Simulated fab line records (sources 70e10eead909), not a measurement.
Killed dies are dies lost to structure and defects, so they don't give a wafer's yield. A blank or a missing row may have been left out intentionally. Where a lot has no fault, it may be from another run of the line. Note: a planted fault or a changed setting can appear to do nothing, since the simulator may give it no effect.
fab line records -- flow nandHarc
record lots=11, wafers=33, lastDay=21
route steps=1159 shown A_SGD_CUT@762 A_SLIT@780
lots that met no fault: taken from a fault-free run of the same line
startH: the number of hours between the record's first day and the start of the first shown wafer of the lot -- waitH: hours elapsed since this lot's preceding step -- " the same as in the row above -- L1.1+2: one row covering several wafers at once -- - no value present, or no start provided -- * or withheld: withheld -- < > ~ a bound
route shown NAME@n: NAME is a module with steps in the file, n the number in the route of the first one -- usual: mean and standard deviation over wafers with no fault -- same: alike in all rows -- chamber/n: place in a boat -- sites: readings site by site -- _std_site: their standard deviation -- _edge_site: outer sites' mean less inner sites' -- radiusMm: for every site, how far away it sits from the centre of the wafer -- mask NAME#n: copy n -- behind: tool/chamber where the wafer was last shaped -- hold: why the lot was held/for how many hours/how that ended -- device: transistor that didn't switch, given as n, p or np -- end of line: at the end of the route, the tests of the same wafers -- a step without rows: its recipe alone -- killed: not the wafer's yield, but the dies lost to structure and defects at the first sort -- map: a wafer's dies, x killed, . not, _ none there
set.NAME: the setting the step ran with; set.NAME@STEP: the setting that earlier step ran with -- model.NAME: the simulator's own value behind a step, which no gauge read
the route's steps for a sample of lots (tables are steps, rows are wafers)
services: the hour from which a tool's chamber was out of use, counted from the record's first day as startH (under 0 if before that day), plus the number of hours and why
## steps
# step NHARC_A_SGD_CUT_ETCH_58
# recipe targetDepthA=390, overEtchFrac=0.3, timeS=65, ionEnergyEv=80, cf4FlowSccm=150, arFlowSccm=0, rfW=300, biasW=100, chemistry=CF4
# usual drypumpMotorCurrentA=5.8/0.53, oesProductAu=1.002/0.011, rfVppV=151.6/1, showerheadPlenumPTorr=1.79/0.065, throttleValvePct=13.283/0.0084
lot.wafer,tool,chamber,startH,waitH,drypumpMotorCurrentA,oesProductAu,rfHoursCounterH,rfVppV,showerheadPlenumPTorr,throttleValvePct
L303.1,rieDiel-04,1,313.04,0.1,5.9,1.000,2,153.0,1.85,13.290
L303.2,rieDiel-04,2,313.04,0.1,5.6,1.014,2,152.7,1.87,13.279
L303.3,rieDiel-04,3,313.04,0.1,6.2,1.003,1,152.9,1.84,13.286
L304.2,rieDiel-01,2,313.85,0.1,4.8,0.988,11,150.5,1.74,13.270
L304.3,rieDiel-01,0,313.85,0.1,6.3,0.997,10,150.4,1.85,13.284
L304.5,rieDiel-01,1,313.85,0.1,6.3,0.969,-,153.0,1.85,13.279
L305.3,rieDiel-10,1,314.14,0.1,6.1,1.002,15,151.2,1.75,13.290
L305.1,rieDiel-10,2,314.14,0.1,5.5,0.984,13,152.0,1.77,13.275
L305.2,rieDiel-10,3,314.14,0.1,6.0,1.005,14,151.1,1.70,13.287
L306.3,rieDiel-04,1,316.14,0.1,5.9,1.017,2,152.5,1.85,13.282
L306.2,rieDiel-04,3,316.14,0.1,6.2,1.003,2,151.6,1.84,13.288
L306.5,rieDiel-04,2,316.14,0.1,5.6,1.025,-,152.6,1.87,13.291
L307.2,rieDiel-04,2,333.77,0.1,5.6,1.015,4,152.6,1.87,13.289
L307.4,rieDiel-04,0,333.77,0.1,4.8,1.007,3,151.1,1.80,13.297
L307.5,rieDiel-04,1,333.77,0.1,5.9,1.006,-,152.4,1.85,13.273
L309.4,rieDiel-01,2,334.78,0.1,4.9,1.011,0,151.6,1.74,13.284
L309.2,rieDiel-01,0,334.78,0.1,6.3,1.005,1,151.7,1.85,13.269
L309.1,rieDiel-01,1,334.78,0.1,6.3,0.994,0,152.6,1.85,13.284
L310.3,rieDiel-10,0,339.88,0.1,5.8,1.007,18,150.2,1.72,13.296
L310.5,rieDiel-10,2,339.88,0.1,5.5,0.994,-,150.9,1.77,13.275
L310.6,rieDiel-10,3,339.88,0.1,5.9,1.019,-,148.9,1.70,13.285
L311.1,rieDiel-04,2,358.05,0.1,5.6,1.002,6,151.9,1.87,13.291
L311.4,rieDiel-04,3,358.05,0.1,6.2,1.007,6,151.4,1.84,13.281
L311.5,rieDiel-04,1,358.05,0.1,5.9,1.017,-,151.6,1.85,13.279
L312.1,rieDiel-01,3,358.56,0.1,6.5,1.015,2,150.2,1.69,13.282
L312.6,rieDiel-01,3,358.56,0.1,6.5,1.022,-,151.3,1.69,13.301
L312.5,rieDiel-01,0,358.56,0.1,6.3,0.991,-,150.9,1.85,13.294
L316.3,rieDiel-10,1,379.90,0.1,6.1,1.008,2,151.9,1.75,13.279
L316.5,rieDiel-10,3,379.90,0.1,6.0,0.985,-,152.9,1.70,13.290
L316.6,rieDiel-10,0,379.90,0.1,5.8,1.004,-,150.6,1.72,13.281
L313.4,rieDiel-04,2,381.37,0.1,5.6,1.008,8,153.7,1.87,13.284
L313.5,rieDiel-04,1,381.37,0.1,5.9,1.013,-,152.0,1.85,13.295
L313.6,rieDiel-04,2,381.37,0.1,5.6,1.001,-,151.8,1.87,13.284
# step NHARC_A_SGD_CUT_DEP_20
# recipe targetThkA=1500, tempC=65, material=SiO2
# usual susceptorTempC=65.00/0.13
lot.wafer,tool,chamber,startH,waitH,susceptorTempC
L303.1,fcvd-02,1,314.07,-,65.20
L303.2,fcvd-02,0,314.07,-,64.86
L303.3,fcvd-02,0,314.07,-,64.76
L304.2,fcvd-01,0,314.92,-,64.91
L304.3,fcvd-01,0,314.92,-,65.26
L304.5,fcvd-01,1,314.92,-,65.00
L305.1,fcvd-02,0,315.17,-,65.16
L305.2,fcvd-02,1,315.17,-,65.02
L305.3,fcvd-02,0,315.17,-,65.13
L306.2,fcvd-01,0,317.25,-,65.27
L306.3,fcvd-01,0,317.25,-,64.88
L306.5,fcvd-01,1,317.25,-,65.06
L307.2,fcvd-02,1,334.83,-,64.89
L307.4,fcvd-02,1,334.83,-,65.09
L307.5,fcvd-02,0,334.83,-,65.12
L309.2,fcvd-01,1,335.84,-,64.96
L309.1,fcvd-01,0,335.84,-,64.91
L309.4,fcvd-01,0,335.84,-,64.93
L310.3,fcvd-02,0,341.01,-,64.98
L310.5,fcvd-02,0,341.01,-,65.13
L310.6,fcvd-02,0,341.01,-,65.12
L311.1,fcvd-01,0,359.11,-,64.91
L311.4,fcvd-01,0,359.11,-,64.97
L311.5,fcvd-01,0,359.11,-,65.09
L312.1,fcvd-02,1,359.62,-,64.87
L312.5,fcvd-02,0,359.62,-,65.16
L312.6,fcvd-02,1,359.62,-,64.92
L316.3,fcvd-01,0,380.99,-,-
L316.6,fcvd-01,0,380.99,-,-
L316.5,fcvd-01,1,380.99,-,-
L313.4,fcvd-01,0,382.45,-,64.95
L313.5,fcvd-01,0,382.45,-,64.95
L313.6,fcvd-01,1,382.45,-,65.09
# step NHARC_A_SGD_CUT_CMP_21
# recipe targetThkNm=148.19
# usual motorCurrentA=11.4/1.4, timeToEndpointS=51/3.2
lot.wafer,tool,chamber,startH,waitH,motorCurrentA,timeToEndpointS
L303.1,cmp-03,3,316.13,0.4,11.7,49
L303.3,cmp-03,1,316.13,0.4,9.7,53
L303.2,cmp-03,2,316.13,0.4,9.0,52
L304.3,cmp-04,0,319.20,0.4,11.8,48
L304.2,cmp-04,3,319.20,0.4,12.8,52
L304.5,cmp-04,1,319.20,0.4,10.5,53
L306.3,cmp-01,1,319.20,0.4,13.1,48
L306.2,cmp-01,0,319.20,0.4,10.4,57
L306.5,cmp-01,1,319.20,0.4,12.7,50
L305.3,cmp-03,0,319.29,0.5,10.9,49
L305.2,cmp-03,2,319.29,0.5,8.7,54
L305.1,cmp-03,3,319.29,0.5,11.5,56
L307.2,cmp-03,1,342.19,0.4,10.3,48
L307.4,cmp-03,3,342.19,0.4,11.4,54
L307.5,cmp-03,1,342.19,0.4,10.3,50
L309.1,cmp-01,0,342.19,0.4,10.7,58
L309.2,cmp-01,2,342.19,0.4,14.2,52
L309.4,cmp-01,3,342.19,0.4,11.4,57
L310.3,cmp-03,0,346.32,0.4,12.0,48
L310.5,cmp-03,0,346.32,0.4,11.7,47
L310.6,cmp-03,1,346.32,0.4,10.9,51
L311.4,cmp-01,2,364.18,0.4,13.2,51
L311.1,cmp-01,3,364.18,0.4,12.5,52
L311.5,cmp-01,3,364.18,0.4,12.2,54
L312.1,cmp-04,2,364.23,0.4,11.1,47
L312.6,cmp-04,0,364.23,0.4,11.6,50
L312.5,cmp-04,1,364.23,0.4,9.8,57
L313.4,cmp-03,1,385.11,0.4,9.8,50
L313.5,cmp-03,2,385.11,0.4,9.0,51
L313.6,cmp-03,3,385.11,0.4,11.5,31
L316.3,cmp-03,0,385.23,0.6,11.7,47
L316.6,cmp-03,2,385.23,0.6,9.6,51
L316.5,cmp-03,3,385.23,0.6,11.2,53
# step NHARC_A_SGD_CUT_THK_MEAS_22
# recipe thkMeasGauge=ellipsometry
# usual thkNm=148.0/1.5
lot.wafer,tool,chamber,startH,waitH,thkNm
L303.1,filmMetro-01,-,316.38,0.2,148.8
L303.2,filmMetro-01,-,316.38,0.2,146.5
L303.3,filmMetro-01,-,316.38,0.2,148.0
L304.2,filmMetro-02,-,319.45,0.2,147.9
L304.3,filmMetro-02,-,319.45,0.2,147.7
L304.5,filmMetro-02,-,319.45,0.2,148.2
L306.2,filmMetro-01,-,319.46,0.2,151.1
L306.3,filmMetro-01,-,319.46,0.2,146.5
L306.5,filmMetro-01,-,319.46,0.2,147.1
L305.1,filmMetro-02,-,319.55,0.2,149.2
L305.2,filmMetro-02,-,319.55,0.2,148.6
L305.3,filmMetro-02,-,319.55,0.2,147.4
L307.2,filmMetro-01,-,342.44,0.2,148.3
L307.4,filmMetro-01,-,342.44,0.2,146.9
L307.5,filmMetro-01,-,342.44,0.2,147.0
L309.1,filmMetro-02,-,342.45,0.2,149.6
L309.2,filmMetro-02,-,342.45,0.2,147.2
L309.4,filmMetro-02,-,342.45,0.2,149.8
L310.3,filmMetro-01,-,346.58,0.2,146.7
L310.5,filmMetro-01,-,346.58,0.2,147.0
L310.6,filmMetro-01,-,346.58,0.2,146.7
L311.1,filmMetro-02,-,364.43,0.2,148.1
L311.4,filmMetro-02,-,364.43,0.2,148.7
L311.5,filmMetro-02,-,364.43,0.2,151.1
L312.1,filmMetro-01,-,364.44,0.2,147.3
L312.5,filmMetro-01,-,364.44,0.2,149.4
L312.6,filmMetro-01,-,364.44,0.2,147.0
L313.4,filmMetro-02,-,385.29,0.2,148.6
L313.5,filmMetro-02,-,385.29,0.2,148.7
L313.6,filmMetro-02,-,385.29,0.2,85.1
L316.3,filmMetro-02,-,385.44,0.2,149.8
L316.5,filmMetro-02,-,385.44,0.2,147.7
L316.6,filmMetro-02,-,385.44,0.2,149.6
# step NHARC_A_SLIT_DEP_00
# recipe targetThkA=32000, tempC=400, material=aC
# usual susceptorTempC=400.04/0.23, throttleValvePct=35.000/0.0095
lot.wafer,tool,chamber,startH,waitH,susceptorTempC,throttleValvePct
L303.1,aclDep-01,0,317.41,-,399.93,34.994
L303.2,aclDep-01,0,317.41,-,400.25,34.994
L303.3,aclDep-01,0,317.41,-,400.05,34.988
L305.1,aclDep-02,0,320.49,-,400.06,35.021
L305.2,aclDep-02,0,320.49,-,400.38,35.009
L305.3,aclDep-02,0,320.49,-,400.19,34.992
L306.2,aclDep-03,0,320.68,-,399.62,35.018
L306.3,aclDep-03,0,320.68,-,399.64,35.005
L306.5,aclDep-03,0,320.68,-,399.83,35.009
L304.2,aclDep-01,0,320.70,-,400.29,35.007
L304.3,aclDep-01,0,320.70,-,399.98,34.986
L304.5,aclDep-01,0,320.70,-,400.47,35.002
L309.1,aclDep-01,0,344.67,-,-,34.998
L309.2,aclDep-01,0,344.67,-,-,34.994
L309.4,aclDep-01,0,344.67,-,-,34.989
L307.2,aclDep-02,0,345.67,-,-,34.998
L307.4,aclDep-02,0,345.67,-,-,35.001
L307.5,aclDep-02,0,345.67,-,-,35.005
L310.3,aclDep-01,0,350.41,-,399.99,34.999
L310.5,aclDep-01,0,350.41,-,399.91,34.991
L310.6,aclDep-01,0,350.41,-,400.11,35.010
L311.1,aclDep-02,0,367.65,-,399.76,34.994
L311.4,aclDep-02,0,368.65,-,400.37,34.996
L311.5,aclDep-02,0,368.65,-,399.83,35.002
L312.1,aclDep-03,0,368.84,-,-,34.981
L312.5,aclDep-03,0,370.15,-,-,34.996
L312.6,aclDep-03,0,370.15,-,-,35.003
L316.3,aclDep-01,0,387.04,-,-,34.998
L316.5,aclDep-01,0,387.04,-,-,35.002
L316.6,aclDep-01,0,387.04,-,-,35.011
L313.4,aclDep-02,0,387.14,-,400.18,34.997
L313.5,aclDep-02,0,387.14,-,400.19,35.010
L313.6,aclDep-02,0,387.14,-,400.27,34.984
# step NHARC_A_SLIT_ETCH_24
# recipe targetDepthA=1210, timeS=60.5, cf4FlowSccm=100, chf3FlowSccm=30, arFlowSccm=0, rfW=500, biasW=200, chemistry=CF4/CHF3
# usual drypumpMotorCurrentA=5.8/0.47, oesProductAu=0.961/0.017, rfVppV=370.3/2.2, showerheadPlenumPTorr=1.57/0.059, throttleValvePct=16.803/0.0084
lot.wafer,tool,chamber,startH,waitH,drypumpMotorCurrentA,oesProductAu,rfHoursCounterH,rfVppV,showerheadPlenumPTorr,throttleValvePct
L303.3,rieDiel-08,2,320.69,0.1,5.5,0.969,0,368.5,1.52,16.821
L303.2,rieDiel-08,3,320.69,0.1,5.4,0.957,0,370.1,1.57,16.809
L303.1,rieDiel-08,0,320.69,0.1,5.6,0.970,0,368.7,1.49,16.811
L306.2,rieDiel-08,2,323.17,0.1,5.5,0.956,1,369.3,1.52,16.800
L306.3,rieDiel-08,0,323.17,0.1,5.6,0.979,1,367.9,1.49,16.813
L306.5,rieDiel-08,2,323.17,0.1,5.5,0.961,-,369.1,1.52,16.809
L304.2,rieDiel-12,2,323.33,0.1,6.4,0.959,7,375.0,1.68,16.806
L304.3,rieDiel-12,1,323.33,0.1,5.8,0.955,6,370.9,1.59,16.814
L304.5,rieDiel-12,3,323.33,0.1,6.6,0.962,-,372.5,1.61,16.795
L305.3,rieDiel-05,0,323.48,0.1,6.1,0.924,13,371.9,1.63,16.801
L305.1,rieDiel-05,2,323.48,0.1,5.0,0.922,13,368.7,1.54,16.799
L305.2,rieDiel-05,3,323.48,0.1,5.2,0.919,13,372.5,1.64,16.798
L309.4,rieDiel-08,3,347.48,0.1,5.4,0.975,3,370.4,1.57,16.808
L309.1,rieDiel-08,1,347.48,0.1,6.1,0.977,3,367.4,1.49,16.810
L309.2,rieDiel-08,2,347.48,0.1,5.5,0.951,3,368.5,1.52,16.799
L307.4,rieDiel-08,0,348.36,0.1,5.6,0.964,3,369.0,1.49,16.806
L307.2,rieDiel-08,2,348.36,0.1,5.5,0.965,4,368.3,1.52,16.794
L307.5,rieDiel-08,3,348.36,0.1,5.4,0.963,-,369.6,1.57,16.807
L310.3,rieDiel-08,0,352.72,0.1,5.6,0.976,4,366.9,1.49,16.792
L310.5,rieDiel-08,3,352.72,0.1,5.4,0.985,-,371.3,1.57,16.803
L310.6,rieDiel-08,0,352.72,0.1,5.6,0.979,-,366.6,1.49,16.803
L311.4,rieDiel-05,1,370.63,0.1,6.3,0.983,2,371.2,1.60,16.803
L311.1,rieDiel-05,2,370.63,0.1,5.0,0.974,1,369.1,1.54,16.819
L311.5,rieDiel-05,3,370.63,0.1,5.2,0.987,-,372.0,1.64,16.808
L312.1,rieDiel-12,1,371.77,0.1,5.8,0.957,9,372.2,1.59,16.800
L312.5,rieDiel-12,1,371.77,0.1,5.8,0.953,-,371.4,1.59,16.810
L312.6,rieDiel-12,2,371.77,0.1,6.4,0.969,-,375.1,1.68,16.796
L313.5,rieDiel-05,3,389.26,0.1,5.2,0.945,-,374.0,1.64,16.800
L313.4,rieDiel-05,1,389.26,0.1,6.4,0.964,-,371.0,1.60,16.801
L313.6,rieDiel-05,2,389.26,0.1,5.0,0.948,-,370.5,1.54,16.807
L316.3,rieDiel-08,2,389.38,0.1,5.5,0.955,6,368.8,1.52,16.804
L316.5,rieDiel-08,1,389.38,0.1,6.1,0.973,-,368.4,1.49,16.813
L316.6,rieDiel-08,2,389.38,0.1,5.5,0.954,-,370.4,1.52,16.805
## services
tool,chamber,startH,hours,kind
rieDiel-08,0,291.63,3.1,repair
fcvd-01,-,292.00,13.0,pm
aclDep-01,-,293.07,13.0,pm
fcvd-02,-,294.33,0.5,repair
rieDiel-04,-,300.07,0.1,repair
fcvd-02,-,300.79,0.4,repair
rieDiel-08,-,302.07,9.0,pm
cmp-01,-,308.06,4.0,pm
cmp-01,-,313.92,2.8,repair
rieDiel-01,-,314.84,9.0,pm
rieDiel-10,0,322.27,9.4,repair
cmp-01,-,334.15,2.8,repair
fcvd-02,1,337.57,4.6,repair
rieDiel-05,-,340.72,9.0,pm
rieDiel-01,-,342.15,0.8,repair
rieDiel-10,3,342.63,3.3,repair
fcvd-02,-,343.50,0.6,repair
aclDep-02,-,349.11,13.0,pm
rieDiel-10,-,353.51,9.0,pm
rieDiel-10,1,365.55,6.6,repair
rieDiel-08,-,368.55,0.6,repair
cmp-03,-,372.80,4.0,pm
fcvd-02,-,376.00,13.0,pm
rieDiel-05,0,387.95,11.7,repair
## key
firstSign step=NHARC_A_SGD_CUT_CMP_21, reading=timeToEndpointS, direction=down, sigmas=6.2, usual=*, struck=*
effect step=NHARC_A_SGD_CUT_THK_MEAS_22, reading=thkNm, direction=down, sigmas=41, usual=148.0, struck=85.1
metAt NHARC_A_SGD_CUT_DEP_20
struckLots L313
struckWafers L313.6
testerLeftOut L313
notActingAt NHARC_A_SGD_CUT_ETCH_58,NHARC_A_SLIT_DEP_00,NHARC_A_SLIT_ETCH_24
onsetBetween 380.99 382.45
fault kind=processParameterDrift, tool=fcvd-01, chamber=1, onsetH=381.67, steps=NHARC_A_SGD_CUT_DEP_20, channel=targetThkA, offset=*, shape=step, endH=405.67, stated=*
# testerLeftOut: of these lots the tester's yield and bins aren't shown, on N5 and GAA mostly nor the transistor test; their killed dies are dies lost to structure and defects alone, not to doping, threshold or leakage, so they don't give the yield
